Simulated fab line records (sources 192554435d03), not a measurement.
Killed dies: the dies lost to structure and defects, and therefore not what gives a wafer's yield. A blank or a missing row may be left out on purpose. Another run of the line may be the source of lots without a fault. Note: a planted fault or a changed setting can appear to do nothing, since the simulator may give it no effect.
fab line records    flow n5Finfet
[record] lots = 10  wafers = 25  lastDay = 16
route steps=1938 shown MOL_CONTACT_COAG@535 BEOL_M4@1086 PASSIVATION@1936
lots with no fault: from the same line, run without faults
startH: the number of hours between the record's first day and the start of the first shown wafer of the lot    waitH: how many hours have passed since the lot's step before this one    " repeats the value in the row above    L1.1+2: a row that stands for several wafers    - no value present, or no start provided    * or withheld: withheld    < > ~ a bound
route shown NAME@n: names a module that has steps shown in the file, with the first one's number in the route    usual: the fault-free wafers' mean and standard deviation    same: alike in all rows    chamber/n: place in a boat    sites: per-site readings    _std_site: the standard deviation of these    _edge_site: outer sites' mean less inner sites'    radiusMm: how far each site lies from the wafer's centre    mask NAME#n: copy n    behind: the tool/chamber that last shaped the wafer    hold: cause of the lot's hold/its duration in hours/its outcome    device: the n, p or np transistor that did not switch    end of line: at the end of the route, the tests of the same wafers    for a step that has no rows: nothing shown but its recipe    killed: count of dies lost to structure and defects at first sort (not the wafer's yield)    map: a wafer's dies, x killed, . not, _ none there
set.NAME: the setting that was run; set.NAME@STEP: the one run at that earlier step    model.NAME: the simulator's own value behind a step, which no gauge read
the route's steps for a sample of lots (tables are steps, rows are wafers)
services: when a tool's chamber went out of use (startH, in hours from the record's first day, below 0 if earlier), for how many hours, and the reason
[[steps]]
[step N5_MOL_CONTACT_COAG_CONTACT_ETCH_14]
[recipe] chemistry = C4F6/O2  target = SiO2  targetDepthA = 275  overetchA = 85  maskMaterial = SOC  pressureMtorr = 30  sourceW = 370  biasW = 185  Ar_flow_sccm = 300  C4F6_flow_sccm = 16  O2_flow_sccm = 10  timeS = 20  ionEnergyEv = 259.6
[usual] O2_flow_sccm = 10.00/0.034  drypumpMotorCurrentA = 5.8/0.56  oesProductAu = 0.67/0.065  rfVppV = 693/3.1  showerheadPlenumPTorr = 2.88/0.087  throttleValvePct = 21.29/0.27
lot.wafer  tool        chamber  startH  waitH  O2_flow_sccm  drypumpMotorCurrentA  oesProductAu  rfHoursCounterH  rfVppV  showerheadPlenumPTorr  throttleValvePct
L517.2     rieDiel-02  3        99.75   0.0    10.04         5.1                   0.59          195              692     2.86                   21.71
L517.4     "           3        "       "      10.06         5.1                   0.59          -                692     2.86                   21.69
L517.6     "           1        "       "      10.02         5.5                   0.61          -                696     2.98                   21.43
L519.1     rieDiel-04  0        117.36  0.0    9.97          6.5                   0.59          224              691     2.86                   21.44
L519.3     "           2        "       "      10.01         5.9                   0.73          43               689     2.81                   21.26
L519.6     "           3        "       "      10.00         6.0                   0.75          -                699     3.05                   21.10
L520.1     rieDiel-06  0        119.85  0.0    9.91          6.8                   0.68          93               690     2.78                   20.85
L520.4     "           1        "       "      10.00         5.7                   0.66          120              697     3.00                   21.58
L520.6     "           0        "       "      9.97          6.8                   0.69          -                690     2.78                   20.87
L523.1     rieDiel-04  0        135.99  0.0    9.95          6.6                   0.59          232              691     2.85                   21.46
L523.4     "           1        "       "      10.03         5.9                   0.58          247              691     2.83                   21.47
L523.6     "           1        "       "      10.04         5.9                   0.57          -                690     2.83                   21.47
L524.1     rieDiel-04  1        139.45  0.0    10.01         5.9                   0.58          248              690     2.83                   21.48
L524.2     "           2        "       "      10.02         5.9                   0.72          52               690     2.81                   21.26
L524.4     "           0        "       "      10.00         6.5                   0.59          233              692     2.85                   21.49
L525.3     rieDiel-04  1        148.00  0.0    9.99          6.0                   0.57          252              692     2.83                   21.49
L525.5     "           3        "       "      9.94          6.0                   0.73          -                699     3.04                   21.12
L525.6     "           1        "       "      10.11         6.0                   0.58          -                691     2.83                   21.48
L526.2     rieDiel-02  1        158.05  0.0    9.96          5.5                   0.60          208              695     2.96                   21.45
L526.4     "           0        "       "      10.06         5.2                   0.75          24               692     2.82                   20.76
L526.6     "           0        "       "      10.00         5.2                   0.75          -                691     2.82                   20.78
L530.2     rieDiel-04  2        176.15  0.0    9.98          5.8                   0.70          69               690     2.80                   21.31
L530.3     "           1        "       "      9.94          6.0                   0.83          1                691     2.83                   21.15
L532.5     rieDiel-04  3        190.23  0.0    10.02         6.0                   0.71          -                699     3.03                   21.13
L534.5     rieDiel-04  3        202.96  0.0    9.96          6.0                   0.70          -                697     3.03                   21.14
[step N5_BEOL_M4_SPUTTER_79]
[recipe] material = Cu  targetThkA = 45  tempC = -20  chamberPressurePa = 0.07  powerW = withheld  timeS = 8.29
[usual] throttleValvePct = 29.8/1.3
lot.wafer  tool           chamber  startH  waitH  throttleValvePct
L517.2     pvdSputter-01  -        175.37  0.1    29.1
L517.4     "              -        "       "      31.3
L517.6     "              -        "       "      31.3
L520.1     pvdSputter-01  -        196.60  0.1    28.6
L520.4     "              -        "       "      30.8
L520.6     "              -        "       "      31.2
L519.1     pvdSputter-01  -        200.40  0.1    29.1
L519.3     "              -        "       "      30.3
L519.6     "              -        "       "      31.0
L523.1     pvdSputter-02  -        203.75  0.1    29.5
L523.4     "              -        "       "      28.1
L523.6     "              -        "       "      27.7
L524.1     pvdSputter-01  -        208.60  0.1    31.4
L524.2     "              -        "       "      29.0
L524.4     "              -        "       "      30.4
L525.3     pvdSputter-01  -        212.17  0.1    28.0
L525.5     "              -        "       "      29.2
L525.6     "              -        "       "      31.3
L526.2     pvdSputter-02  -        231.25  0.1    29.5
L526.4     "              -        "       "      29.2
L526.6     "              -        "       "      29.4
L530.2     pvdSputter-01  -        260.11  0.1    28.5
L530.3     "              -        "       "      31.3
L532.5     pvdSputter-03  -        265.73  0.0    30.1
L534.5     pvdSputter-03  -        278.49  0.0    27.9
[step N5_BEOL_M4_ANNEAL_82]
[recipe] tempC = 400  timeS = 240  ambient = vacuum
[usual] heaterPowerW = 848/86
lot.wafer  tool           chamber  startH  waitH  heaterPowerW
L517.2     pvdSputter-01  -        175.67  0.0    799
L517.4     "              -        "       "      937
L517.6     "              -        "       "      941
L520.1     pvdSputter-01  -        196.90  0.0    719
L520.4     "              -        "       "      954
L520.6     "              -        "       "      905
L519.1     pvdSputter-01  -        200.70  0.0    818
L519.3     "              -        "       "      900
L519.6     "              -        "       "      935
L523.1     pvdSputter-02  -        204.05  0.0    912
L523.4     "              -        "       "      811
L523.6     "              -        "       "      812
L524.1     pvdSputter-01  -        208.90  0.0    933
L524.2     "              -        "       "      805
L524.4     "              -        "       "      929
L525.3     pvdSputter-01  -        212.47  0.0    723
L525.5     "              -        "       "      835
L525.6     "              -        "       "      966
L526.2     pvdSputter-02  -        231.55  0.0    761
L526.4     "              -        "       "      912
L526.6     "              -        "       "      743
L530.2     pvdSputter-01  -        260.41  0.0    720
L530.3     "              -        "       "      914
L532.5     pvdSputter-03  -        266.06  0.1    979
L534.5     pvdSputter-03  -        278.82  0.1    776
[step N5_BEOL_M4_THK_MEAS_53]
[recipe] thkMeasGauge = xrf  reads = Cu_of_BEOL_M4_ECD_50
[usual] M4_THK = 39.4/1.3
lot.wafer  tool          chamber  startH  waitH  M4_THK[nm]
L517.2     filmMetro-02  -        177.70  -      39.1
L517.4     "             -        "       "      39.5
L517.6     "             -        "       "      36.3
L520.1     filmMetro-01  -        199.33  -      40.4
L520.4     "             -        "       "      39.0
L520.6     "             -        "       "      41.6
L519.1     filmMetro-02  -        202.89  -      40.9
L519.3     "             -        "       "      37.8
L519.6     "             -        "       "      38.5
L523.1     filmMetro-02  -        206.08  -      39.1
L523.4     "             -        "       "      39.6
L523.6     "             -        "       "      39.3
L524.1     filmMetro-01  -        210.93  -      41.0
L524.2     "             -        "       "      38.7
L524.4     "             -        "       "      38.1
L525.3     filmMetro-01  -        214.50  -      41.6
L525.5     "             -        "       "      40.1
L525.6     "             -        "       "      41.2
L526.2     filmMetro-02  -        233.58  -      40.5
L526.4     "             -        "       "      39.0
L526.6     "             -        "       "      40.0
L530.2     filmMetro-01  -        263.07  -      40.2
L530.3     "             -        "       "      39.6
L532.5     filmMetro-02  -        268.02  -      39.2
L534.5     filmMetro-02  -        280.80  -      39.1
[step N5_BEOL_M4_RC_MEAS_101]
[usual] DIBL_N = 36.3/1  DIBL_P = 36.2/1.4  IOFF_N = 0.157/0.021  IOFF_P = 0.206/0.025  ION_N = 673/9  ION_P = 461/6.4  RC_DENSE_N = 19.0/0.34  RC_DENSE_P = 23.8/0.42  RC_N = 15.48/0.28  RC_P = 19.4/0.33  REXT_N = 75.0/1.5  REXT_P = 101.1/2.2  SS_N = 71.5/0.5  SS_P = 73.2/0.47  VT_N = 249.9/2.4  VT_P = -250.6/2.9
lot.wafer  tool       chamber  startH  waitH  DIBL_N[mV/V]  DIBL_P[mV/V]  IOFF_N[nA/um]  IOFF_P[nA/um]  ION_N[uA/um]  ION_P[uA/um]  RC_DENSE_N[ohm.um]  RC_DENSE_P[ohm.um]  RC_N[ohm.um]  RC_P[ohm.um]  REXT_N[ohm.um]  REXT_P[ohm.um]  SS_N[mV/dec]  SS_P[mV/dec]  VT_N[mV]  VT_P[mV]
L517.2     prober-02  0        178.17  0.2    36.3          36.9          0.150          0.209          659           457           19.7                24.3                16.00         19.8          77.5            99.8            71.7          72.9          252.3     -251.1
L517.4     "          0        "       "      35.5          36.1          0.134          0.194          657           452           19.7                24.0                15.73         19.5          75.9            98.7            71.6          73.6          255.2     -251.2
L517.6     "          0        "       "      37.9          38.2          0.171          0.225          669           461           18.7                23.3                15.31         19.0          75.5            99.7            72.7          74.3          250.0     -252.0
L520.1     prober-02  0        199.64  0.0    36.7          37.4          0.170          0.224          669           464           19.1                23.7                15.61         19.3          73.2            99.4            72.4          73.5          247.3     -249.1
L520.4     "          0        "       "      35.1          36.1          0.145          0.196          665           456           18.6                23.3                15.04         19.0          73.1            99.7            71.5          73.2          251.9     -252.0
L520.6     "          0        "       "      35.3          36.2          0.144          0.196          661           458           19.0                23.9                15.46         19.3          73.6            101.2           70.9          73.4          251.8     -252.4
L519.1     prober-01  0        203.23  0.0    35.1          35.5          0.132          0.191          675           465           19.0                23.8                15.61         19.6          75.2            97.1            70.5          72.7          252.1     -252.4
L519.3     "          0        "       "      36.8          37.4          0.159          0.221          679           471           19.2                23.9                15.56         19.5          75.7            96.6            71.0          73.3          246.7     -248.8
L519.6     "          0        "       "      36.6          37.1          0.158          0.216          679           464           19.5                24.1                15.88         19.7          75.3            98.2            71.9          72.9          248.5     -251.5
L523.1     prober-02  0        206.44  0.0    36.2          35.7          0.148          0.186          673           457           19.0                23.9                15.57         19.2          75.5            99.9            71.8          73.9          250.7     -252.1
L523.4     "          0        "       "      36.6          35.6          0.154          0.178          675           456           18.5                23.4                15.19         19.0          75.0            98.2            71.9          72.4          248.6     -251.9
L523.6     "          0        "       "      36.2          35.8          0.151          0.182          677           467           18.9                23.4                15.39         19.1          75.4            98.1            71.1          73.3          250.7     -252.5
L524.1     prober-02  0        211.26  0.0    35.4          35.4          0.140          0.180          663           451           18.8                23.4                15.16         19.3          72.9            98.1            70.8          73.5          252.7     -250.7
L524.2     "          0        "       "      36.5          36.8          0.175          0.203          685           465           19.1                24.0                15.59         19.5          72.3            97.7            72.0          73.5          246.5     -250.9
L524.4     "          0        "       "      36.2          35.5          0.159          0.186          661           450           19.0                24.0                15.68         19.7          73.7            98.6            71.9          73.4          250.9     -254.0
L525.3     prober-02  0        215.13  0.3    35.7          34.6          0.132          0.177          668           458           19.3                24.2                15.76         19.6          77.0            99.1            71.7          72.9          250.7     -251.9
L525.5     "          0        "       "      37.5          36.7          0.153          0.205          664           458           19.3                23.9                15.60         19.4          77.7            100.4           71.8          73.6          251.9     -251.3
L525.6     "          0        "       "      35.7          34.4          0.135          0.174          659           456           19.4                24.1                15.60         19.7          76.9            101.0           71.9          72.6          251.5     -251.5
L526.2     prober-01  0        234.04  0.2    36.5          35.9          0.161          0.207          675           461           18.7                23.4                15.15         19.0          75.4            102.9           71.6          72.9          248.3     -252.3
L526.4     "          0        "       "      35.9          35.9          0.152          0.208          670           465           18.6                23.4                15.09         19.0          74.4            102.1           71.8          72.8          250.5     -248.5
L526.6     "          0        "       "      35.5          35.2          0.155          0.199          674           469           18.7                23.4                15.15         19.1          75.1            103.9           71.9          72.5          249.1     -248.3
L530.2     prober-02  0        263.53  0.2    35.6          35.0          0.139          0.220          666           466           19.4                23.8                15.49         19.4          73.7            98.3            71.5          72.8          251.5     -247.1
L530.3     "          0        "       "      37.0          35.2          0.150          0.224          671           462           18.6                23.0                15.09         18.8          72.6            99.0            71.8          73.1          250.7     -247.0
L532.5     prober-02  0        268.95  0.6    36.8          37.1          0.173          0.206          649           446           31.5                39.4                25.63         32.1          85.3            116.5           71.6          72.8          250.0     -251.5
L534.5     prober-02  0        281.73  0.6    35.9          34.6          0.132          0.162          646           447           29.8                37.2                24.28         30.5          86.9            110.0           72.1          72.3          252.5     -255.7
[step N5_PASSIVATION_PROBE_49]
[usual] defectLimitedYield = 91.1/1.3  killed_at_M0_to_M3 = 36/10  killed_at_M4_up = 14/4.4  killedAtContacts = 14/5.7  killedAtFrontEnd = 39/9.4  killedAtOther = 2.9/2.6  killedDies = 105/15  killedOnRim = 14/3.5  killedOpen = 70/12  killedShort = 34/7.1  sort_bin_5_function = 5.3/0.77  sort_bin_6_memory = 3.3/0.66  sortNPass = 1075/15  sortYieldPct = 91.1/1.3
[same] grossDies = 1180  killedAtBackSide = 0  sort_bin_4_leakage[%] = 0  sort_bin_8_speed[%] = 0
lot.wafer  tool       chamber  startH  waitH  defectLimitedYield[%]  killed_at_M0_to_M3  killed_at_M4_up  killedAtContacts  killedAtFrontEnd  killedAtOther  killedDies  killedOnRim  killedOpen  killedShort  sort_bin_5_function[%]  sort_bin_6_memory[%]  sortNPass  sortYieldPct[%]
L532.5     prober-02  -        362.95  0.2    91.1                   19                  18               9                 57                2              105         16           61          35           5.0                     3.2                   1075       91.1
L534.5     prober-02  -        389.70  0.2    90.8                   32                  19               14                41                3              109         12           77          30           5.4                     3.6                   1071       90.8
// killed by level:class
L532.5 FIN_SAQP:geometricParticle:short=14 FIN_SAQP:geometricParticle:open=12 BEOL_M4:geometricParticle:open=10 STI_FIN_REVEAL:geometricParticle:open=7 DUMMY_GATE:geometricParticle:open=6 BEOL_M1:geometricParticle:open=3 GATE_CUT:geometricParticle:short=3 MOL_CONTACT_COAG:geometricParticle:short=3
L534.5 BEOL_M3:geometricParticle:open=13 STI_FIN_REVEAL:geometricParticle:open=12 MOL_CONTACT_COAG:geometricParticle:open=12 FIN_SAQP:geometricParticle:short=10 BEOL_M3:geometricParticle:short=8 BEOL_M4:geometricParticle:open=8 STI_FIN_REVEAL:geometricParticle:short=5 DUMMY_GATE:geometricParticle:open=5
[[services]]
tool           chamber  startH  hours  kind
rieDiel-02     0        85.26   -      clean
rieDiel-02     0        85.26   -      consumableReplace:focusRing
rieDiel-02     0        85.26   18.9   scheduledDown
rieDiel-02     0        85.26   18.9   ventCycle
rieDiel-04     0        96.47   9.4    repair
rieDiel-04     1        108.49  18.2   repair
pvdSputter-02  -        125.20  3.7    repair
rieDiel-04     1        151.30  -      clean
rieDiel-04     1        151.30  -      consumableReplace:focusRing
rieDiel-04     1        151.30  20.6   scheduledDown
rieDiel-04     1        151.30  20.6   ventCycle
rieDiel-06     2        154.30  2.7    repair
rieDiel-02     -        187.98  14.6   pm
rieDiel-04     0        191.11  -      clean
rieDiel-04     0        191.11  -      consumableReplace:focusRing
rieDiel-04     0        191.11  17.0   scheduledDown
rieDiel-04     0        191.11  17.0   ventCycle
rieDiel-04     1        209.25  5.5    repair
rieDiel-04     0        234.06  1.5    repair
rieDiel-02     3        252.44  -      clean
rieDiel-02     3        252.44  -      consumableReplace:focusRing
rieDiel-02     3        252.44  23.4   scheduledDown
rieDiel-02     3        252.44  23.4   ventCycle
[[key]]
[firstSign] step = N5_BEOL_M4_RC_MEAS_101  reading = RC_P  direction = up  sigmas = 36  usual = 19.4  struck = 31.3
[effect] step = N5_BEOL_M4_RC_MEAS_101  reading = RC_DENSE_P  direction = up  sigmas = 35  usual = 23.8  struck = 38.3
[effect] step = N5_BEOL_M4_RC_MEAS_101  reading = RC_N  direction = up  sigmas = 34  usual = 15.48  struck = 24.96
[effect] step = N5_BEOL_M4_RC_MEAS_101  reading = RC_DENSE_N  direction = up  sigmas = 34  usual = 19.0  struck = 30.6
[effect] step = N5_BEOL_M4_RC_MEAS_101  reading = REXT_N  direction = up  sigmas = 7.5  usual = 75.0  struck = 86.1
[effect] step = N5_BEOL_M4_RC_MEAS_101  reading = REXT_P  direction = up  sigmas = 5.5  usual = 101.1  struck = 113.2
metAt N5_MOL_CONTACT_COAG_CONTACT_ETCH_14
struckLots L532,L534
struckWafers L532.5,L534.5
notActingAt N5_BEOL_M4_SPUTTER_79,N5_BEOL_M4_ANNEAL_82,N5_BEOL_M4_THK_MEAS_53
onsetBetween 148.00 190.23
alsoFits time
[fault] kind = processParameterDrift  tool = rieDiel-04  chamber = -  onsetH = 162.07  steps = N5_MOL_CONTACT_COAG_CONTACT_ETCH_14  channel = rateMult  offset = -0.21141  shape = step  endH = 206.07  scope = struckWafersOnly
